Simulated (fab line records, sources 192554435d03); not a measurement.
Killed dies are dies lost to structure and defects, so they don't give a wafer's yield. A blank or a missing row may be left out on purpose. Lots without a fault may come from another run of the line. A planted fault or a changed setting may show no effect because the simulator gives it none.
fab line records | flow n5_finfet
record lots=24 wafers=72 last_day=18
route steps=1938 shown BEOL_M1@790 BEOL_M2@843
lots that met no fault: from a run of the same line without faults
start_h: hours from the record's first day to the start of the lot's first wafer shown | wait_h: hours since the lot's step before | " the same as in the row above | L1.1+2: a row that stands for several wafers | - no value, or no start given | * or withheld: withheld | < > ~ a bound
route shown NAME@n: a module of which the file shows steps, and the number in the route of the first | usual: mean/standard deviation of fault-free wafers | same: alike in all rows | chamber/n: place in a boat | sites: the reading at each site | _std_site: their standard deviation | _edge_site: outer sites' mean less inner sites' | radius_mm: how far each site lies from the wafer's centre | mask NAME#n: copy n | behind: the tool/chamber that last shaped the wafer | hold: why the lot was held/for how many hours/how that ended | device: the transistor (n, p or np) that didn't switch | end of line: the same wafers' tests at the end of the route | a step without rows: its recipe alone | killed: dies lost to structure and defects at the first sort, not the wafer's yield | map: a wafer's dies, x killed, . not, _ none there
set.NAME: the setting as run; set.NAME@STEP: as run at that earlier step | model.NAME: the simulator's own value behind a step, which no gauge read
steps of the route over a sample of lots; a table a step, a row a wafer
services: from which hour (start_h, from the record's first day; less than 0 if before it) a tool's chamber was out of use, for how many hours, and why
## steps
# step N5_BEOL_M1_ETCH_77
# recipe chemistry=N2/H2 target=underlayer target_depth_a=65 mask_material=CAR-EUV time_s=5.2 ion_energy_ev=200 pressure_mtorr=30 source_w=840 bias_w=150 n2_flow_sccm=200 h2_flow_sccm=200 ends=cleared
# usual drypump_motor_current_A=5.8/0.35 etch_rf_on_time_s=5.18/0.071 oes_product_au=0.67/0.075 rf_vpp_V=524.3/2.2 showerhead_plenum_p_Torr=2.56/0.065 throttle_valve_pct=17.9/0.34
# columns lot.wafer tool chamber start_h wait_h drypump_motor_current_A etch_rf_on_time_s oes_product_au rf_hours_counter_h rf_vpp_V showerhead_plenum_p_Torr throttle_valve_pct
L074.1 rie_diel-03 1 125.44 0.0 6.1 5.25 0.65 152 528.1 2.65 18.3
L074.2 " 2 " " 6.3 5.05 0.85 1 522.6 2.49 17.6
L074.5 " 0 " " 5.6 5.10 0.79 - 522.1 2.49 17.3
L075.1 rie_diel-03 1 130.86 0.0 6.1 5.16 0.64 153 528.2 2.65 18.3
L075.2 " 0 " " 5.6 5.13 0.77 33 523.1 2.49 17.3
L075.3 " 2 " " 6.3 5.03 0.84 2 520.7 2.49 17.6
L076.3 rie_diel-03 3 134.71 0.0 6.3 5.15 0.65 142 528.6 2.64 17.7
L076.4 " 1 " " 6.1 5.17 0.64 154 528.2 2.65 18.3
L076.6 " 3 " " 6.3 5.14 0.66 - 528.3 2.64 17.7
L077.4 rie_diel-06 0 149.49 0.0 5.8 5.19 0.60 - 525.3 2.62 17.9
L077.5 " 2 " " 5.2 5.12 0.73 - 525.5 2.58 18.1
L077.6 " 1 " " 5.9 5.24 0.61 - 523.2 2.51 18.4
L078.4 rie_diel-06 2 152.70 0.0 5.2 5.07 0.73 - 525.5 2.58 18.0
L078.5 " 0 " " 5.7 5.13 0.61 - 525.3 2.62 17.9
L078.6 " 1 " " 5.9 5.17 0.60 - 523.2 2.51 18.4
L079.2 rie_diel-04 0 157.42 0.0 6.3 5.30 0.56 246 521.6 2.50 18.4
L079.4 " 3 " " 5.5 5.18 0.68 108 524.1 2.56 17.8
L079.6 " 0 " " 6.3 5.28 0.57 - 522.8 2.50 18.4
L080.1 rie_diel-04 2 162.83 0.0 5.6 5.09 0.71 94 521.2 2.46 18.0
L080.4 " 0 " " 6.3 5.19 0.58 248 523.6 2.50 18.4
L080.5 " 2 " " 5.6 5.09 0.71 - 517.6 2.46 18.0
L081.3 rie_diel-03 0 168.67 0.0 5.6 5.12 0.76 44 519.4 2.48 17.3
L081.5 " 1 " " 6.1 5.25 0.64 - 527.0 2.65 18.3
L081.6 " 0 " " 5.6 5.12 0.75 - 522.3 2.48 17.3
L082.1 rie_diel-04 1 169.30 0.0 5.6 5.25 0.58 214 526.2 2.62 18.0
L082.3 " 0 " " 6.3 5.31 0.56 249 522.9 2.50 18.3
L082.5 " 1 " " 5.6 5.19 0.59 - 524.6 2.63 18.0
L083.2 rie_diel-06 3 184.20 0.0 5.8 5.11 0.79 9 524.8 2.60 17.5
L083.5 " 2 " " 5.2 5.17 0.70 - 523.6 2.57 18.1
L083.6 " 1 " " 5.9 5.27 0.60 - 524.5 2.51 18.3
L084.1 rie_diel-03 3 184.42 0.0 6.4 5.29 0.64 156 529.3 2.64 17.7
L084.3 " 1 " " 6.1 5.28 0.63 168 525.6 2.64 18.3
L084.6 " 3 " " 6.4 5.30 0.64 - 524.2 2.64 17.7
L085.1 rie_diel-03 1 191.11 0.0 6.1 5.26 0.64 170 526.4 2.64 18.3
L085.2 " 2 " " 6.3 5.14 0.80 20 520.1 2.48 17.6
L085.3 " 3 " " 6.3 5.22 0.64 159 524.7 2.64 17.7
L086.3 rie_diel-06 2 201.81 0.0 5.2 5.24 0.69 86 525.7 2.57 18.1
L086.4 " 0 " " 5.7 5.30 0.59 235 525.3 2.61 17.9
L086.5 " 0 " " 5.8 5.24 0.58 - 526.1 2.62 17.9
L087.2 rie_diel-04 0 201.91 0.0 6.3 5.12 0.82 3 524.7 2.50 18.0
L087.3 " 2 " " 5.6 5.12 0.70 107 522.4 2.46 18.0
L087.6 " 2 " " 5.7 5.09 0.70 - 520.7 2.46 18.0
L088.2 rie_diel-03 3 208.54 0.0 6.3 5.14 0.65 164 528.8 2.63 17.7
L088.4 " 0 " " 5.6 5.13 0.75 56 522.2 2.48 17.3
L088.6 " 1 " " 6.1 5.17 0.64 - 526.1 2.64 18.3
L090.1 rie_diel-04 0 224.03 0.0 6.3 5.20 0.78 13 521.0 2.50 17.9
L090.2 " 2 " " 5.7 5.18 0.68 117 523.4 2.45 18.0
L090.6 " 3 " " 5.4 5.14 0.67 - 525.0 2.55 17.8
L091.1 rie_diel-03 3 228.45 0.0 6.3 5.25 0.64 170 526.8 2.63 17.7
L091.4 " 2 " " 6.3 5.12 0.78 31 522.0 2.48 17.6
L091.6 " 2 " " 6.3 5.03 0.77 - 520.1 2.48 17.7
L089.2 rie_diel-06 3 228.83 0.0 5.8 5.18 0.77 21 525.2 2.60 17.5
L089.3 " 0 " " 5.7 5.27 0.58 243 526.7 2.61 17.9
L089.6 " 0 " " 5.7 5.21 0.59 - 525.1 2.61 18.0
L092.3 rie_diel-06 0 235.07 0.0 5.8 5.19 0.59 245 526.7 2.61 17.9
L092.4 " 2 " " 5.2 5.17 0.70 95 524.4 2.57 18.1
L092.6 " 3 " " 5.8 5.13 0.76 - 524.2 2.60 17.5
L093.1 rie_diel-06 3 238.79 0.0 5.8 5.13 0.75 25 527.0 2.59 17.5
L093.3 " 2 " " 5.2 5.15 0.69 96 524.7 2.57 18.1
L093.4 " 1 " " 5.9 5.26 0.59 235 525.5 2.50 18.4
L094.1 rie_diel-06 1 245.53 0.0 5.9 5.22 0.59 237 524.8 2.50 18.4
L094.5 " 1 " " 5.9 5.25 0.59 - 523.6 2.50 18.4
L094.6 " 0 " " 5.8 5.22 0.58 - 524.6 2.61 18.0
L095.2 rie_diel-04 3 253.79 0.0 5.4 5.18 0.65 135 524.5 2.55 17.8
L095.5 " 3 " " 5.4 5.17 0.66 - 524.0 2.55 17.8
L095.6 " 0 " " 6.3 5.21 0.75 - 523.4 2.49 18.0
L096.1 rie_diel-06 2 263.34 0.0 5.2 5.20 0.67 103 524.3 2.56 18.1
L096.2 " 1 " " 5.9 5.27 0.59 242 524.3 2.50 18.4
L096.3 " 3 " " 5.8 5.12 0.75 33 525.6 2.59 17.5
L097.1 rie_diel-03 1 263.67 0.0 6.1 5.25 0.62 193 522.9 2.63 18.4
L097.2 " 3 " " 6.3 5.23 0.63 180 526.2 2.63 17.7
L097.4 " 2 " " 6.3 5.10 0.76 42 523.9 2.47 17.6
# step N5_BEOL_M1_ANNEAL_82
# recipe temp_c=400 time_s=240 ambient=vacuum
# usual heater_power_w=843/93
# columns lot.wafer tool chamber start_h wait_h heater_power_w
L074.1 pvd_sputter-02 - 129.73 0.0 760
L074.2 " - " " 735
L074.5 " - " " 893
L075.1 pvd_sputter-03 - 133.63 0.0 927
L075.2 " - " " 767
L075.3 " - " " 857
L076.3 pvd_sputter-01 - 144.63 0.0 869
L076.4 " - " " 601
L076.6 " - " " 964
L077.4 pvd_sputter-02 - 156.17 0.1 934
L077.5 " - " " 869
L077.6 " - " " 730
L078.4 pvd_sputter-02 - 160.87 0.1 897
L078.5 " - " " 915
L078.6 " - " " 737
L079.2 pvd_sputter-02 - 162.92 0.0 737
L079.4 " - " " 884
L079.6 " - " " 735
L080.1 pvd_sputter-02 - 165.20 0.0 918
L080.4 " - " " 893
L080.5 " - " " 937
L081.3 pvd_sputter-01 - 174.08 0.0 867
L081.5 " - " " 968
L081.6 " - " " 643
L082.1 pvd_sputter-02 - 177.92 0.0 776
L082.3 " - " " 886
L082.5 " - " " 928
L084.1 pvd_sputter-02 - 187.72 0.0 936
L084.3 " - " " 885
L084.6 " - " " 886
L083.2 pvd_sputter-03 - 187.96 0.0 759
L083.5 " - " " 923
L083.6 " - " " 934
L085.1 pvd_sputter-02 - 198.67 0.0 932
L085.2 " - " " 715
L085.3 " - " " 774
L086.3 pvd_sputter-01 - 205.55 0.0 614
L086.4 " - " " 950
L086.5 " - " " 928
L087.2 pvd_sputter-02 - 208.89 0.0 905
L087.3 " - " " 934
L087.6 " - " " 728
L088.2 pvd_sputter-03 - 214.45 0.0 939
L088.4 " - " " 850
L088.6 " - " " 925
L090.1 pvd_sputter-02 - 230.85 0.0 735
L090.2 " - " " 773
L090.6 " - " " 730
L091.1 pvd_sputter-03 - 235.61 0.0 836
L091.4 " - " " 749
L091.6 " - " " 849
L089.2 pvd_sputter-02 - 235.73 0.0 756
L089.3 " - " " 946
L089.6 " - " " 757
L092.3 pvd_sputter-02 - 239.23 0.0 945
L092.4 " - " " 750
L092.6 " - " " 931
L093.1 pvd_sputter-02 - 242.23 0.0 881
L093.3 " - " " 747
L093.4 " - " " 949
L094.1 pvd_sputter-03 - 254.40 0.0 938
L094.5 " - " " 740
L094.6 " - " " 931
L095.2 pvd_sputter-03 - 263.42 0.0 844
L095.5 " - " " 841
L095.6 " - " " 743
L096.1 pvd_sputter-01 - 266.58 0.0 852
L096.2 " - " " 958
L096.3 " - " " 829
L097.1 pvd_sputter-03 - 274.05 0.0 846
L097.2 " - " " 938
L097.4 " - " " 733
# step N5_BEOL_M1_SPUTTER_88
# recipe material=Cu target_thk_a=45 temp_c=-20 chamber_pressure_pa=0.07 power_w=withheld time_s=8.29
# usual chuck_gas_flow_sccm=1.26/0.056 throttle_valve_pct=30.5/0.42
# columns lot.wafer tool chamber start_h wait_h chuck_gas_flow_sccm throttle_valve_pct
L074.1 pvd_sputter-02 - 130.09 0.1 1.34 30.6
L074.2 " - " " 1.26 30.4
L074.5 " - " " 1.26 31.2
L075.1 pvd_sputter-03 - 133.99 0.1 1.26 30.4
L075.2 " - " " 1.32 30.0
L075.3 " - " " 1.17 30.0
L076.3 pvd_sputter-01 - 144.99 0.1 1.26 30.6
L076.4 " - " " 1.31 30.4
L076.6 " - " " 1.37 30.7
L077.4 pvd_sputter-02 - 156.50 0.0 1.23 30.7
L077.5 " - " " 1.27 31.1
L077.6 " - " " 1.20 30.6
L078.4 pvd_sputter-02 - 161.20 0.0 1.29 31.1
L078.5 " - " " 1.22 30.9
L078.6 " - " " 1.33 30.2
L079.2 pvd_sputter-02 - 163.28 0.1 1.26 30.3
L079.4 " - " " 1.27 30.8
L079.6 " - " " 1.27 30.5
L080.1 pvd_sputter-02 - 165.56 0.1 1.20 31.0
L080.4 " - " " 1.24 31.2
L080.5 " - " " 1.24 31.1
L081.3 pvd_sputter-01 - 174.44 0.1 1.25 30.3
L081.5 " - " " 1.22 30.8
L081.6 " - " " 1.23 30.2
L082.1 pvd_sputter-02 - 178.28 0.1 1.24 30.3
L082.3 " - " " 1.34 31.2
L082.5 " - " " 1.22 30.9
L084.1 pvd_sputter-02 - 188.08 0.1 1.25 30.6
L084.3 " - " " 1.30 30.8
L084.6 " - " " 1.29 31.1
L083.2 pvd_sputter-03 - 188.32 0.1 1.14 30.1
L083.5 " - " " 1.24 30.6
L083.6 " - " " 1.29 30.0
L085.1 pvd_sputter-02 - 199.03 0.1 1.31 30.9
L085.2 " - " " 1.24 30.2
L085.3 " - " " 1.31 30.4
L086.3 pvd_sputter-01 - 205.91 0.1 1.27 30.5
L086.4 " - " " 1.24 30.8
L086.5 " - " " 1.30 30.8
L087.2 pvd_sputter-02 - 209.25 0.1 1.30 31.0
L087.3 " - " " 1.18 31.3
L087.6 " - " " 1.31 30.6
L088.2 pvd_sputter-03 - 214.81 0.1 1.18 30.8
L088.4 " - " " 1.21 29.8
L088.6 " - " " 1.32 30.2
L090.1 pvd_sputter-02 - 231.21 0.1 1.35 30.4
L090.2 " - " " 1.33 30.5
L090.6 " - " " 1.29 30.7
L091.1 pvd_sputter-03 - 235.97 0.1 1.24 29.6
L091.4 " - " " 1.19 30.2
L091.6 " - " " 1.30 29.8
L089.2 pvd_sputter-02 - 236.09 0.1 1.19 30.6
L089.3 " - " " 1.28 30.7
L089.6 " - " " 1.28 30.5
L092.3 pvd_sputter-02 - 239.59 0.1 1.38 30.7
L092.4 " - " " 1.21 30.5
L092.6 " - " " 1.23 30.9
L093.1 pvd_sputter-02 - 242.59 0.1 1.23 31.2
L093.3 " - " " 1.16 30.6
L093.4 " - " " 1.18 31.1
L094.1 pvd_sputter-03 - 254.76 0.1 1.20 30.6
L094.5 " - " " 1.34 30.1
L094.6 " - " " 1.27 30.9
L095.2 pvd_sputter-03 - 263.78 0.1 1.15 29.9
L095.5 " - " " 1.23 30.0
L095.6 " - " " 1.23 30.2
L096.1 pvd_sputter-01 - 266.94 0.1 1.26 29.5
L096.2 " - " " 1.31 30.8
L096.3 " - " " 1.22 30.5
L097.1 pvd_sputter-03 - 274.41 0.1 1.24 29.9
L097.2 " - " " 1.27 30.5
L097.4 " - " " 1.17 30.1
# step N5_BEOL_M1_INSPECT_59
# recipe inspect_instrument=darkfield mode=post_dep
# usual raw_defect_count=76/23
# columns lot.wafer tool chamber start_h wait_h raw_defect_count
L074.1 defect_inspect-02 - 132.24 0.0 122
L074.2 " - " " 114
L074.5 " - " " 112
L075.1 defect_inspect-01 - 135.94 0.0 84
L075.2 " - " " 105
L075.3 " - " " 66
L076.3 defect_inspect-01 - 146.94 0.0 42
L076.4 " - " " 88
L076.6 " - " " 68
L077.4 defect_inspect-02 - 161.10 0.0 65
L077.5 " - " " 118
L077.6 " - " " 104
L078.4 defect_inspect-01 - 164.26 0.0 69
L078.5 " - " " 86
L078.6 " - " " 82
L079.2 defect_inspect-01 - 165.50 0.0 58
L079.4 " - " " 60
L079.6 " - " " 74
L080.1 defect_inspect-01 - 167.81 0.0 103
L080.4 " - " " 70
L080.5 " - " " 52
L081.3 defect_inspect-02 - 176.40 0.0 131
L081.5 " - " " 65
L081.6 " - " " 70
L082.1 defect_inspect-01 - 180.27 0.0 73
L082.3 " - " " 65
L082.5 " - " " 62
L084.1 defect_inspect-01 - 190.03 0.0 82
L084.3 " - " " 119
L084.6 " - " " 82
L083.2 defect_inspect-02 - 190.30 0.0 109
L083.5 " - " " 109
L083.6 " - " " 76
L085.1 defect_inspect-02 - 200.98 0.0 56
L085.2 " - " " 55
L085.3 " - " " 85
L086.3 defect_inspect-01 - 207.94 0.0 134
L086.4 " - " " 138
L086.5 " - " " 100
L087.2 defect_inspect-02 - 211.25 0.0 68
L087.3 " - " " 65
L087.6 " - " " 64
L088.2 defect_inspect-01 - 216.79 0.0 42
L088.4 " - " " 63
L088.6 " - " " 54
L090.1 defect_inspect-01 - 233.16 0.0 41
L090.2 " - " " 71
L090.6 " - " " 43
L091.1 defect_inspect-01 - 238.01 0.0 82
L091.4 " - " " 67
L091.6 " - " " 87
L089.2 defect_inspect-01 - 238.12 0.0 120
L089.3 " - " " 62
L089.6 " - " " 102
L092.3 defect_inspect-01 - 241.55 0.0 76
L092.4 " - " " 62
L092.6 " - " " 82
L093.1 defect_inspect-02 - 244.55 0.0 108
L093.3 " - " " 70
L093.4 " - " " 98
L094.1 defect_inspect-01 - 256.92 0.0 90
L094.5 " - " " 82
L094.6 " - " " 86
L095.2 defect_inspect-01 - 265.73 0.0 80
L095.5 " - " " 38
L095.6 " - " " 41
L096.1 defect_inspect-02 - 269.00 0.0 54
L096.2 " - " " 109
L096.3 " - " " 80
L097.1 defect_inspect-02 - 276.37 0.0 82
L097.2 " - " " 47
L097.4 " - " " 72
# step N5_BEOL_M2_PECVD_72
# recipe material=SiO2 target_thk_a=160 temp_c=400 precursor=TEOS/O2 pressure_torr=5.5 rf_w=450 teos_flow_sccm=53.8 gas=O2 flow_sccm=3000 time_s=18
# usual heater_power_w=732/81 showerhead_plenum_p_Torr=8.76/0.053 throttle_valve_pct=22.5/1.1
# columns lot.wafer tool chamber start_h wait_h heater_power_w showerhead_plenum_p_Torr throttle_valve_pct
L074.1 pecvd-02 1 132.38 0.0 789 8.78 22.8
L074.2 " 2 " " 739 8.66 22.8
L074.5 " 2 " " 742 8.66 22.7
L075.1 pecvd-01 1 136.08 0.0 623 8.72 21.7
L075.2 " 0 " " 832 8.74 24.5
L075.3 " 2 " " 682 8.83 21.6
L076.3 pecvd-02 2 147.08 0.0 844 8.66 22.7
L076.4 " 1 " " 745 8.81 22.9
L076.6 " 0 " " 681 8.77 22.5
L077.4 pecvd-04 0 161.25 0.1 816 8.77 24.3
L077.5 " 2 " " 766 8.85 20.7
L077.6 " 1 " " 646 8.82 21.5
L078.4 pecvd-01 0 164.42 0.1 818 8.76 24.5
L078.5 " 2 " " 740 8.81 21.7
L078.6 " 1 " " 681 8.71 21.6
L079.2 pecvd-01 1 165.64 0.0 641 8.68 21.6
L079.4 " 1 " " 622 8.71 21.7
L079.6 " 2 " " 671 8.84 21.8
L080.1 pecvd-02 1 167.97 0.1 833 8.78 22.9
L080.4 " 0 " " 589 8.77 22.4
L080.5 " 1 " " 840 8.77 22.7
L081.3 pecvd-01 2 176.54 0.0 721 8.83 21.7
L081.5 " 0 " " 839 8.77 24.2
L081.6 " 2 " " 700 8.81 21.8
L082.1 pecvd-01 0 180.41 0.0 738 8.76 24.1
L082.3 " 2 " " 713 8.84 22.0
L082.5 " 1 " " 673 8.71 21.7
L084.1 pecvd-01 2 190.17 0.0 676 8.83 22.0
L084.3 " 1 " " 659 8.71 21.8
L084.6 " 2 " " 661 8.84 21.6
L083.2 pecvd-02 2 190.44 0.0 782 8.67 22.7
L083.5 " 1 " " 793 8.79 22.9
L083.6 " 0 " " 660 8.77 22.3
L085.1 pecvd-02 0 201.12 0.0 605 8.77 22.4
L085.2 " 2 " " 865 8.68 22.7
L085.3 " 1 " " 873 8.78 23.0
L086.3 pecvd-04 0 208.10 0.0 865 8.77 24.3
L086.4 " 2 " " 708 8.82 21.1
L086.5 " 1 " " 683 8.81 21.6
L087.2 pecvd-02 0 211.41 0.0 669 8.76 22.3
L087.3 " 1 " " 723 8.76 22.9
L087.6 " 1 " " 717 8.81 22.7
L088.2 pecvd-04 0 216.95 0.0 863 8.78 24.5
L088.4 " 2 " " 806 8.82 21.2
L088.6 " 0 " " 854 8.78 24.3
L090.1 pecvd-01 0 233.31 0.0 846 8.75 24.6
L090.2 " 2 " " 755 8.83 21.9
L090.6 " 2 " " 731 8.85 22.0
L091.1 pecvd-01 0 238.15 0.0 800 8.74 24.1
L091.4 " 0 " " 799 8.75 24.0
L091.6 " 2 " " 769 8.85 22.1
L089.2 pecvd-01 1 238.26 0.0 649 8.69 21.7
L089.3 " 0 " " 762 8.74 24.1
L089.6 " 2 " " 729 8.84 21.9
L092.3 pecvd-01 2 241.69 0.0 701 8.83 22.0
L092.4 " 1 " " 686 8.70 21.6
L092.6 " 0 " " 747 8.76 24.3
L093.1 pecvd-04 2 244.69 0.0 667 8.82 20.7
L093.3 " 0 " " 844 8.80 24.3
L093.4 " 1 " " 645 8.81 21.4
L094.1 pecvd-04 2 257.06 0.0 712 8.84 21.3
L094.5 " 1 " " 671 8.82 21.6
L094.6 " 0 " " 856 8.76 24.5
L095.2 pecvd-02 1 265.87 0.0 762 8.77 22.6
L095.5 " 1 " " 774 8.78 22.9
L095.6 " 0 " " 593 8.78 22.8
L096.1 pecvd-02 1 269.14 0.0 767 8.77 22.6
L096.2 " 2 " " 916 8.66 21.2
L096.3 " 0 " " 643 8.74 22.5
L097.1 pecvd-01 0 276.51 0.0 829 8.73 24.3
L097.2 " 1 " " 669 8.68 21.7
L097.4 " 2 " " 733 8.83 21.8
# step N5_BEOL_M2_OVL_MEAS_12
# recipe points_per_wafer=522
# usual M2_OVL=-0.2/0.65
# columns lot.wafer tool chamber start_h wait_h M2_OVL[nm]
L074.1 overlay-02 0 133.00 0.0 -0.3
L074.2 " 0 " " -0.8
L074.5 " 0 " " -0.2
L075.1 overlay-01 0 136.60 0.0 0.9
L075.2 " 0 " " -0.3
L075.3 " 0 " " 0.3
L076.3 overlay-01 0 148.37 0.0 -0.6
L076.4 " 0 " " 0.3
L076.6 " 0 " " -0.9
L077.4 overlay-01 0 164.22 0.0 -0.5
L077.5 " 0 " " -1.3
L077.6 " 0 " " -0.9
L078.4 overlay-01 0 165.20 0.0 -0.1
L078.5 " 0 " " 0.4
L078.6 " 0 " " -0.2
L079.2 overlay-01 0 166.45 0.0 0.7
L079.4 " 0 " " 0.2
L079.6 " 0 " " 0.7
L080.1 overlay-02 0 170.16 0.0 -0.4
L080.4 " 0 " " -0.2
L080.5 " 0 " " -0.2
L081.3 overlay-01 0 177.37 0.0 -1.3
L081.5 " 0 " " -1.3
L081.6 " 0 " " -0.2
L082.1 overlay-02 0 183.13 0.0 0.6
L082.3 " 0 " " 0.0
L082.5 " 0 " " -0.1
L084.1 overlay-02 0 191.42 0.0 -1.2
L084.3 " 0 " " -1.2
L084.6 " 0 " " -0.2
L083.2 overlay-01 0 191.75 0.0 0.8
L083.5 " 0 " " 0.3
L083.6 " 0 " " 0.5
L085.1 overlay-01 0 204.38 0.0 0.3
L085.2 " 0 " " -0.9
L085.3 " 0 " " 1.2
L086.3 overlay-01 0 208.64 0.0 -0.7
L086.4 " 0 " " 0.8
L086.5 " 0 " " -1.1
L087.2 overlay-02 0 212.98 0.0 0.4
L087.3 " 0 " " -1.0
L087.6 " 0 " " 0.0
L088.2 overlay-02 0 221.21 0.0 -0.2
L088.4 " 0 " " 0.1
L088.6 " 0 " " -0.3
L090.1 overlay-02 0 234.08 0.0 -0.4
L090.2 " 0 " " -0.1
L090.6 " 0 " " -0.5
L091.1 overlay-02 0 240.44 0.0 0.3
L091.4 " 0 " " 0.8
L091.6 " 0 " " -0.3
L089.2 overlay-01 0 240.54 0.0 0.7
L089.3 " 0 " " -0.1
L089.6 " 0 " " 0.2
L092.3 overlay-02 0 244.09 0.0 -0.1
L092.4 " 0 " " 0.6
L092.6 " 0 " " 0.6
L093.1 overlay-01 0 247.86 0.0 -0.7
L093.3 " 0 " " -0.4
L093.4 " 0 " " -0.8
L094.1 overlay-01 0 258.42 0.0 0.4
L094.5 " 0 " " 0.0
L094.6 " 0 " " -0.9
L095.2 overlay-01 0 267.71 0.0 0.8
L095.5 " 0 " " -0.2
L095.6 " 0 " " 0.7
L096.1 overlay-02 0 271.52 0.0 -1.1
L096.2 " 0 " " -1.3
L096.3 " 0 " " -1.1
L097.1 overlay-02 0 277.60 0.0 0.5
L097.2 " 0 " " -0.1
L097.4 " 0 " " 0.6
## services
# columns tool chamber start_h hours kind
rie_diel-03 2 103.59 - clean
rie_diel-03 2 103.59 - consumable_replace:focus_ring
rie_diel-03 2 103.59 19.6 scheduled_down
rie_diel-03 2 103.59 19.6 vent_cycle
rie_diel-06 1 114.71 23.0 repair
rie_diel-06 3 114.84 4.0 repair
pecvd-02 1 114.91 3.9 repair
pecvd-02 - 115.03 2.8 pm
pecvd-02 - 126.84 1.8 repair
rie_diel-06 3 138.00 - clean
rie_diel-06 3 138.00 - consumable_replace:focus_ring
rie_diel-04 1 139.91 2.5 repair
rie_diel-03 1 140.98 6.8 repair
pvd_sputter-01 - 141.96 1.9 repair
pecvd-01 2 153.56 4.9 repair
pecvd-02 - 153.91 0.3 repair
pecvd-01 1 155.27 2.1 scheduled_down
rie_diel-04 - 163.06 1.1 repair
rie_diel-04 3 206.29 13.1 repair
pecvd-01 2 244.65 5.5 scheduled_down
pecvd-01 - 256.49 0.9 repair
pecvd-01 0 266.89 2.1 scheduled_down
rie_diel-03 0 268.67 3.8 repair
rie_diel-04 0 271.49 3.0 repair
## key
fault none
